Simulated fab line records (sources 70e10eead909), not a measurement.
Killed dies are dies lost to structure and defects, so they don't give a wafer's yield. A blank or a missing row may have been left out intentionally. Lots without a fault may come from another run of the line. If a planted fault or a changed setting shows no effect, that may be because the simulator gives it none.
fab line records	flow nand_harc
record lots=12	wafers=36	last_day=33
route steps=1302 shown A_BLC@1121 A_M0@1147 END@1302
lots with no fault: from the same line, run without faults
start_h: hours from the record's first day to the start of the lot's first wafer shown	wait_h: hours from the lot's prior step to this one	" same as the row above	L1.1+2: a single row standing in for several wafers	- no value present, or no start provided	* or withheld: withheld	< > ~ a bound
route shown NAME@n: a module of which the file shows steps, and the number in the route of the first	usual: mean and standard deviation over wafers with no fault	same: alike in all rows	chamber/n: place in a boat	sites: readings site by site	_std_site: the standard deviation of these	_edge_site: outer sites' mean less inner sites'	radius_mm: for every site, how far away it sits from the centre of the wafer	mask NAME#n: copy n	behind: the last tool/chamber to shape the wafer	hold: what put the lot on hold/how long, in hours/how the hold closed	device: the n, p or np transistor that did not switch	end of line: at the end of the route, the tests of the same wafers	a step given without rows: its recipe and nothing more	killed: dies lost to structure and defects at the first sort, not the wafer's yield	map: shows each die of a wafer: x if killed, . if not, _ if none is there
set.NAME: the setting as run; set.NAME@STEP: as run at that earlier step	model.NAME: the simulator's own value behind a step, which no gauge read
the route's steps for a sample of lots (tables are steps, rows are wafers)
services: a tool's chamber out of use, with start hour (start_h, from the record's first day; less than 0 if before it), hours out, and reason
## steps
# step NHARC_A_BLC_ETCH_16
# recipe target_depth_a=390	over_etch_frac=0.3	time_s=65	ion_energy_ev=80	cf4_flow_sccm=150	ar_flow_sccm=0	rf_w=300	bias_w=100	chemistry=CF4
# usual drypump_motor_current_A=5.5/0.43	oes_product_au=1.002/0.014	rf_vpp_V=151.4/1.2	showerhead_plenum_p_Torr=1.79/0.079	throttle_valve_pct=13.284/0.0093
lot.wafer	tool	chamber	start_h	wait_h	drypump_motor_current_A	oes_product_au	rf_hours_counter_h	rf_vpp_V	showerhead_plenum_p_Torr	throttle_valve_pct
L602.4	rie_diel-11	0	537.46	0.1	5.3	1.010	6	151.1	1.71	13.270
L602.6	"	2	"	"	6.0	0.994	-	153.0	1.85	13.283
L602.5	"	3	"	"	5.9	0.985	-	151.3	1.74	13.288
L603.4	rie_diel-09	1	538.72	0.1	4.9	0.984	2	153.4	1.86	13.284
L603.3	"	2	"	"	5.3	1.006	2	150.6	1.69	13.282
L603.5	"	3	"	"	5.4	1.017	-	151.2	1.87	13.299
L604.3	rie_diel-11	2	551.17	0.1	6.1	0.991	7	151.8	1.85	13.285
L604.4	"	0	"	"	5.4	1.014	7	149.7	1.71	13.276
L604.5	"	1	"	"	6.1	0.993	-	151.8	1.88	13.292
L606.2	rie_diel-10	1	552.32	0.1	5.1	1.005	36	151.2	1.74	13.273
L606.4	"	2	"	"	6.3	0.999	39	152.2	1.90	13.286
L606.3	"	3	"	"	5.3	0.996	43	149.3	1.70	13.294
L609.2	rie_diel-09	0	581.27	0.1	5.3	1.023	6	150.5	1.71	13.297
L609.3	"	1	"	"	4.9	0.990	6	153.5	1.86	13.294
L609.6	"	0	"	"	5.3	1.024	-	150.0	1.71	13.280
L611.2	rie_diel-11	0	596.85	0.1	5.3	1.013	10	150.0	1.71	13.271
L611.1	"	1	"	"	6.1	0.993	10	152.0	1.88	13.279
L611.6	"	0	"	"	5.4	1.009	-	150.4	1.71	13.289
L612.3	rie_diel-11	0	618.90	0.1	5.3	1.014	0	150.9	1.71	13.274
L612.4	"	1	"	"	6.1	0.975	0	152.7	1.88	13.279
L612.5	"	3	"	"	6.0	1.007	-	150.6	1.74	13.289
L621.4	rie_diel-09	0	708.65	0.1	5.3	1.016	2	151.3	1.71	13.296
L621.2	"	1	"	"	4.9	0.995	3	152.7	1.86	13.270
L621.1	"	2	"	"	5.3	1.006	2	150.7	1.68	13.297
L622.2	rie_diel-09	3	716.39	0.1	5.4	1.012	3	151.6	1.87	13.287
L622.1	"	2	"	"	5.3	1.003	3	151.9	1.68	13.291
L622.5	"	3	"	"	5.4	1.011	-	153.8	1.87	13.288
L624.2	rie_diel-11	1	735.40	0.1	6.1	0.988	6	151.9	1.88	13.286
L624.3	"	3	"	"	6.0	0.998	7	150.9	1.74	13.290
L624.5	"	1	"	"	6.0	0.981	-	152.9	1.88	13.272
L623.3	rie_diel-09	1	739.19	0.1	4.9	0.998	6	152.1	1.86	13.284
L623.2	"	2	"	"	5.3	1.003	6	150.6	1.68	13.271
L623.4	"	0	"	"	5.3	0.995	6	150.2	1.71	13.288
L625.2	rie_diel-09	0	751.74	0.1	5.3	1.002	7	149.8	1.71	13.283
L625.3	"	1	"	"	4.9	1.001	7	153.7	1.86	13.290
L625.1	"	2	"	"	5.3	1.004	7	149.8	1.68	13.273
# step NHARC_A_BLC_CVD_24
# recipe target_thk_a=1500	temp_c=300	pressure_torr=40	wf6_flow_sccm=40	h2_flow_sccm=1600	ar_flow_sccm=1560	time_s=434	material=W
# usual heater_power_w=483/53	mfc_h2_sccm=1600/4.7	throttle_valve_pct=8.04/0.19
lot.wafer	tool	chamber	start_h	wait_h	heater_power_w	mfc_h2_sccm	throttle_valve_pct
L602.4	cvd_w-01	0	539.59	-	471	1605	7.86
L602.6	"	1	"	"	411	1593	7.86
L602.5	"	0	"	"	474	1605	8.08
L603.3	cvd_w-02	0	540.82	-	538	1598	7.88
L603.4	"	1	"	"	529	1595	7.85
L603.5	"	1	"	"	537	1600	8.08
L604.4	cvd_w-02	0	553.87	-	532	1597	8.18
L604.3	"	1	"	"	537	1596	8.16
L604.5	"	1	"	"	531	1598	7.88
L606.2	cvd_w-02	0	554.34	-	548	1604	7.85
L606.4	"	1	"	"	517	1608	8.06
L606.3	"	0	"	"	552	1608	8.23
L609.2	cvd_w-01	1	583.25	-	409	1598	8.15
L609.3	"	0	"	"	509	1597	8.35
L609.6	"	1	"	"	401	1595	8.03
L611.2	cvd_w-02	1	598.78	-	537	1601	7.93
L611.1	"	0	"	"	532	1599	8.24
L611.6	"	0	"	"	546	1607	8.44
L612.4	cvd_w-01	0	620.96	-	501	1603	8.03
L612.3	"	1	"	"	405	1607	7.71
L612.5	"	0	"	"	504	1604	8.31
L621.2	cvd_w-01	0	710.57	-	497	1600	8.40
L621.1	"	1	"	"	407	1608	7.78
L621.4	"	1	"	"	388	1606	8.12
L622.1	cvd_w-01	1	718.35	-	397	1598	8.00
L622.2	"	0	"	"	511	1606	8.23
L622.5	"	1	"	"	398	1600	8.22
L624.2	cvd_w-02	1	737.86	-	473	1603	7.99
L624.3	"	0	"	"	537	1595	8.06
L624.5	"	1	"	"	488	1596	7.92
L623.2	cvd_w-01	0	741.23	-	493	1588	8.14
L623.3	"	1	"	"	425	1597	7.61
L623.4	"	0	"	"	508	1605	8.28
L625.2	cvd_w-01	0	753.66	-	486	1597	8.06
L625.1	"	1	"	"	444	1597	7.70
L625.3	"	1	"	"	423	1597	7.79
# step NHARC_A_BLC_CMP_25
# recipe t_overpolish_s=30	target_thk_nm=150
# usual motor_current_A=12.6/1.2	overpolish_run_s=30.000/0.0097	slurry_flow_ml_min=150.0/0.47	time_to_endpoint_s=29/3
lot.wafer	tool	chamber	start_h	wait_h	motor_current_A	overpolish_run_s	slurry_flow_ml_min	time_to_endpoint_s
L602.4	cmp-03	1	539.97	0.3	14.9	29.997	150.1	24
L602.5	"	2	"	"	13.1	30.004	150.1	27
L602.6	"	3	"	"	11.7	29.990	150.3	27
L603.4	cmp-01	0	541.21	0.2	11.1	30.004	150.5	28
L603.3	"	1	"	"	13.6	29.997	150.5	33
L603.5	"	0	"	"	11.4	30.005	150.2	25
L604.3	cmp-03	1	554.27	0.3	15.3	29.992	149.6	25
L604.4	"	2	"	"	13.2	30.002	150.2	26
L604.5	"	0	"	"	13.5	29.986	150.1	28
L606.4	cmp-01	2	554.82	0.3	10.6	29.993	149.3	30
L606.2	"	3	"	"	12.1	30.001	149.9	34
L606.3	"	0	"	"	11.3	29.999	149.8	28
L609.3	cmp-04	3	583.86	0.3	13.4	30.013	149.8	30
L609.2	"	0	"	"	11.4	29.999	150.2	32
L609.6	"	2	"	"	12.2	30.000	150.5	34
L611.2	cmp-03	0	599.36	0.5	13.4	29.990	150.3	29
L611.1	"	1	"	"	14.9	30.000	150.0	30
L611.6	"	2	"	"	13.7	29.990	149.8	30
L612.3	cmp-01	3	621.37	0.3	11.8	30.003	149.7	28
L612.4	"	1	"	"	14.2	29.989	149.7	20
L612.5	"	2	"	"	11.0	30.017	149.9	16
L621.1	cmp-01	2	711.11	0.4	11.8	29.988	149.8	26
L621.2	"	3	"	"	12.1	30.002	149.8	29
L621.4	"	0	"	"	11.9	30.011	150.1	27
L622.2	cmp-01	2	718.93	0.4	10.9	29.996	150.1	29
L622.1	"	3	"	"	11.4	29.998	150.5	29
L622.5	"	0	"	"	12.5	30.009	150.6	28
L624.2	cmp-01	2	738.39	0.5	11.9	29.980	149.2	29
L624.3	"	3	"	"	11.8	30.013	150.1	34
L624.5	"	3	"	"	11.7	30.004	149.6	30
L623.4	cmp-01	2	741.70	0.2	11.3	30.001	149.9	32
L623.2	"	0	"	"	11.5	30.001	150.4	29
L623.3	"	1	"	"	14.5	29.987	149.6	33
L625.2	cmp-01	0	754.18	0.5	12.0	30.004	150.0	26
L625.1	"	1	"	"	14.5	30.001	150.3	31
L625.3	"	2	"	"	11.8	29.997	150.3	30
# step NHARC_A_BLC_INSPECT_28
# usual raw_defect_count=562/140
lot.wafer	tool	chamber	start_h	wait_h	raw_defect_count
L602.4	defect_inspect-01	-	540.31	0.1	488
L602.5	"	-	"	"	687
L602.6	"	-	"	"	569
L603.3	defect_inspect-01	-	541.62	0.1	585
L603.4	"	-	"	"	481
L603.5	"	-	"	"	636
L604.3	defect_inspect-01	-	554.66	0.1	500
L604.4	"	-	"	"	640
L604.5	"	-	"	"	460
L606.2	defect_inspect-01	-	555.20	0.1	445
L606.3	"	-	"	"	503
L606.4	"	-	"	"	432
L609.2	defect_inspect-02	-	584.22	0.1	811
L609.3	"	-	"	"	759
L609.6	"	-	"	"	697
L611.1	defect_inspect-02	-	599.71	0.1	707
L611.2	"	-	"	"	536
L611.6	"	-	"	"	462
L612.3	defect_inspect-02	-	621.75	0.1	364
L612.4	"	-	"	"	607
L612.5	"	-	"	"	446
L621.1	defect_inspect-01	-	711.52	0.1	418
L621.2	"	-	"	"	677
L621.4	"	-	"	"	405
L622.1	defect_inspect-01	-	719.28	0.1	539
L622.2	"	-	"	"	776
L622.5	"	-	"	"	591
L624.2	defect_inspect-02	-	738.79	0.1	432
L624.3	"	-	"	"	335
L624.5	"	-	"	"	442
L623.2	defect_inspect-01	-	742.10	0.1	336
L623.3	"	-	"	"	387
L623.4	"	-	"	"	506
L625.1	defect_inspect-01	-	754.59	0.1	581
L625.2	"	-	"	"	473
L625.3	"	-	"	"	798
# step NHARC_A_M0_CD_MEAS_09
# recipe target_cd_nm=80	landing_energy_ev=500
# usual cd_nm=80.1/0.69
lot.wafer	tool	chamber	start_h	wait_h	cd_nm
L602.4	cd_sem-01	0	541.09	-	80.0
L602.5	"	0	"	"	79.7
L602.6	"	0	"	"	79.1
L603.3	cd_sem-02	0	542.52	-	80.5
L603.4	"	0	"	"	80.9
L603.5	"	0	"	"	80.6
L604.3	cd_sem-03	0	555.75	-	78.5
L604.4	"	0	"	"	79.4
L604.5	"	0	"	"	80.5
L606.2	cd_sem-03	0	556.11	-	78.5
L606.3	"	0	"	"	79.9
L606.4	"	0	"	"	80.6
L609.2	cd_sem-02	0	585.18	-	80.1
L609.3	"	0	"	"	81.2
L609.6	"	0	"	"	79.9
L611.1	cd_sem-02	0	600.94	-	79.8
L611.2	"	0	"	"	79.4
L611.6	"	0	"	"	79.4
L612.3	cd_sem-02	0	622.53	-	80.3
L612.4	"	0	"	"	81.1
L612.5	"	0	"	"	80.5
L621.1	cd_sem-03	0	712.42	-	80.5
L621.2	"	0	"	"	80.3
L621.4	"	0	"	"	80.4
L622.1	cd_sem-02	0	720.19	-	80.3
L622.2	"	0	"	"	79.8
L622.5	"	0	"	"	80.5
L624.2	cd_sem-02	0	739.57	-	79.2
L624.3	"	0	"	"	80.3
L624.5	"	0	"	"	79.1
L623.2	cd_sem-02	0	743.00	-	79.6
L623.3	"	0	"	"	79.7
L623.4	"	0	"	"	81.2
L625.1	cd_sem-02	0	755.49	-	80.4
L625.2	"	0	"	"	79.4
L625.3	"	0	"	"	79.4
# step NHARC_END_SORT_01
# recipe temp_c=25
# usual killed_at_array=52/16	killed_at_other=0.8/0.98	killed_at_periphery=4.2/2.9	killed_dies=57/16	killed_open=3.3/1.9	killed_short=2.5/1.5
# same gross_dies=677
lot.wafer	tool	chamber	start_h	wait_h	killed_at_array	killed_at_other	killed_at_periphery	killed_dies	killed_open	killed_short
L609.2	prober-01	0	625.54	2.8	64	0	2	66	3	4
L609.3	prober-01	0	626.34	3.1	71	0	2	73	3	2
L609.6	prober-01	0	628.76	4.0	72	1	1	74	6	0
L621.1	prober-01	0	751.44	2.5	36	1	7	44	1	4
L621.2	prober-01	0	752.25	2.8	48	1	6	55	2	2
L621.4	prober-01	0	753.87	3.4	58	0	4	62	2	0
L622.1	prober-01	0	761.84	2.5	53	1	3	57	3	1
L622.2	prober-01	0	762.66	2.8	52	1	3	56	2	0
L622.5	prober-01	0	765.12	3.8	30	0	8	38	4	3
L623.2	prober-01	0	781.06	2.8	17	0	3	20	3	0
L623.3	prober-01	0	781.86	3.1	26	0	2	28	7	3
L623.4	prober-01	0	782.66	3.4	23	2	3	28	2	4
# killed by level:class
L609.2 A_CHANNEL_HOLE_D1:chamber_film_flake=21 A_SLIT:chamber_film_flake=20 A_CHANNEL_HOLE_D2:chamber_film_flake=10 A_WL_FILL:geometric_particle:short=2 A_M0:geometric_particle:open=2 P_STI:chamber_film_flake=2 A_CHANNEL_FILL_D1:chamber_film_flake=2 A_CONTACT:chamber_film_flake=2
L609.3 A_CHANNEL_HOLE_D1:chamber_film_flake=30 A_SLIT:chamber_film_flake=22 A_CHANNEL_HOLE_D2:chamber_film_flake=10 P_M0:geometric_particle:open=2 A_WL_FILL:chamber_film_flake=2 A_ONON_D1:geometric_particle:short=1 A_CHANNEL_FILL_D1:geometric_particle:open=1 A_WL_FILL:geometric_particle:short=1
L609.6 A_CHANNEL_HOLE_D1:chamber_film_flake=31 A_SLIT:chamber_film_flake=21 A_CHANNEL_HOLE_D2:chamber_film_flake=8 A_M0:geometric_particle:open=3 A_WL_FILL:chamber_film_flake=3 A_CHANNEL_FILL_D1:geometric_particle:open=2 P_STI:chamber_film_flake=1 STARTING-WAFER:geometric_particle:open=1
L621.1 A_CHANNEL_HOLE_D2:chamber_film_flake=17 A_CHANNEL_HOLE_D1:chamber_film_flake=6 P_GATE:chamber_film_flake=4 A_SLIT:chamber_film_flake=4 A_WL_FILL:chamber_film_flake=3 P_STI:chamber_film_flake=2 P_M1:geometric_particle:short=1 A_CHANNEL_HOLE_D1:geometric_particle:open=1
L621.2 A_CHANNEL_HOLE_D2:chamber_film_flake=29 A_SLIT:chamber_film_flake=7 A_CHANNEL_HOLE_D1:chamber_film_flake=6 P_STI:chamber_film_flake=2 P_GATE:chamber_film_flake=2 A_WL_FILL:chamber_film_flake=2 A_CONTACT:chamber_film_flake=2 P_M0:geometric_particle:open=1
L621.4 A_CHANNEL_HOLE_D2:chamber_film_flake=30 A_CHANNEL_HOLE_D1:chamber_film_flake=11 P_GATE:chamber_film_flake=4 A_SLIT:chamber_film_flake=4 A_WL_FILL:chamber_film_flake=4 A_CONTACT:chamber_film_flake=4 A_STAIRCASE:chamber_film_flake=2 A_ONON_D1:geometric_particle:open=1
L622.1 A_SLIT:chamber_film_flake=27 A_CHANNEL_HOLE_D1:chamber_film_flake=17 P_GATE:chamber_film_flake=3 A_DECK1_JOINT:chamber_film_flake=2 A_DECK1_JOINT:geometric_particle:open=1 A_M0:geometric_particle:open=1 A_M0:geometric_particle:short=1 A_M1:geometric_particle:open=1
L622.2 A_SLIT:chamber_film_flake=34 A_CHANNEL_HOLE_D1:chamber_film_flake=10 A_CONTACT:chamber_film_flake=4 P_GATE:chamber_film_flake=2 A_STAIRCASE:chamber_film_flake=2 P_GATE:geometric_particle:open=1 A_CHANNEL_FILL_D2:geometric_particle:open=1 A_DECK1_JOINT:chamber_film_flake=1
L622.5 A_SLIT:chamber_film_flake=18 A_CHANNEL_HOLE_D1:chamber_film_flake=6 P_GATE:chamber_film_flake=3 P_GATE:geometric_particle:short=2 A_STAIRCASE:chamber_film_flake=2 A_CONTACT:chamber_film_flake=2 P_GATE:geometric_particle:open=1 P_CONTACT:geometric_particle:open=1
L623.2 A_SLIT:chamber_film_flake=10 A_CONTACT:chamber_film_flake=4 P_GATE:geometric_particle:open=1 P_CONTACT:geometric_particle:open=1 A_M0:geometric_particle:open=1 P_STI:chamber_film_flake=1 A_ZERO_WELL:chamber_film_flake=1 A_CHANNEL_HOLE_D2:chamber_film_flake=1
L623.3 A_CONTACT:chamber_film_flake=6 A_SLIT:chamber_film_flake=4 A_BONDPAD:chamber_film_flake=3 A_WL_FILL:geometric_particle:open=2 A_ZERO_WELL:chamber_film_flake=2 P_M0:geometric_particle:open=1 A_ONON_D1:geometric_particle:open=1 A_CHANNEL_HOLE_D1:geometric_particle:short=1
L623.4 A_CONTACT:chamber_film_flake=8 A_SLIT:chamber_film_flake=7 A_ZERO_WELL:chamber_film_flake=2 A_WL_FILL:chamber_film_flake=2 P_GATE:geometric_particle:short=1 P_M1:geometric_particle:open=1 A_ONON_D2:geometric_particle:short=1 A_CHANNEL_FILL_D2:geometric_particle:short=1
## services
tool	chamber	start_h	hours	kind
cmp-01	-	532.99	0.2	repair
cmp-04	-	538.32	4.0	pm
cmp-01	-	541.57	3.4	repair
cvd_w-01	-	547.00	13.0	pm
cmp-03	-	548.08	1.1	repair
cmp-03	-	554.71	4.0	pm
rie_diel-10	1	556.92	5.6	repair
cmp-01	-	580.24	4.0	pm
rie_diel-11	-	581.78	0.6	repair
rie_diel-11	2	584.17	9.8	repair
rie_diel-10	-	597.39	9.0	pm
cmp-01	-	602.62	1.3	repair
rie_diel-11	-	609.53	9.0	pm
cmp-01	-	625.81	5.6	repair
cvd_w-02	-	631.00	13.0	pm
cmp-01	-	636.66	2.2	repair
cmp-03	-	652.71	4.0	pm
rie_diel-09	-	674.40	9.0	pm
cmp-01	-	678.33	4.0	pm
cmp-03	-	683.19	2.6	repair
cmp-03	-	709.32	1.8	repair
cmp-03	-	726.41	2.6	repair
cvd_w-01	-	728.00	13.0	pm
cmp-03	-	750.71	4.0	pm
## key
first_sign step=NHARC_A_BLC_CMP_25	reading=time_to_endpoint_s	direction=down	sigmas=3.8	usual=*	struck=*
effect none on later readings
met_at NHARC_A_BLC_CVD_24
struck_lots L612
struck_wafers L612.4,L612.5
tester_left_out L612
not_acting_at NHARC_A_BLC_ETCH_16,NHARC_A_BLC_INSPECT_28,NHARC_A_M0_CD_MEAS_09
onset_between 583.25 620.96
fault kind=process_parameter_drift	tool=cvd_w-01	chamber=0	onset_h=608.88	steps=NHARC_A_BLC_CVD_24	channel=target_thk_a	offset=*	shape=step	end_h=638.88	acts_in=*	stated=*
# tester_left_out: of these lots the tester's yield and bins aren't shown, on N5 and GAA mostly nor the transistor test; their killed dies are dies lost to structure and defects alone, not to doping, threshold or leakage, so they don't give the yield
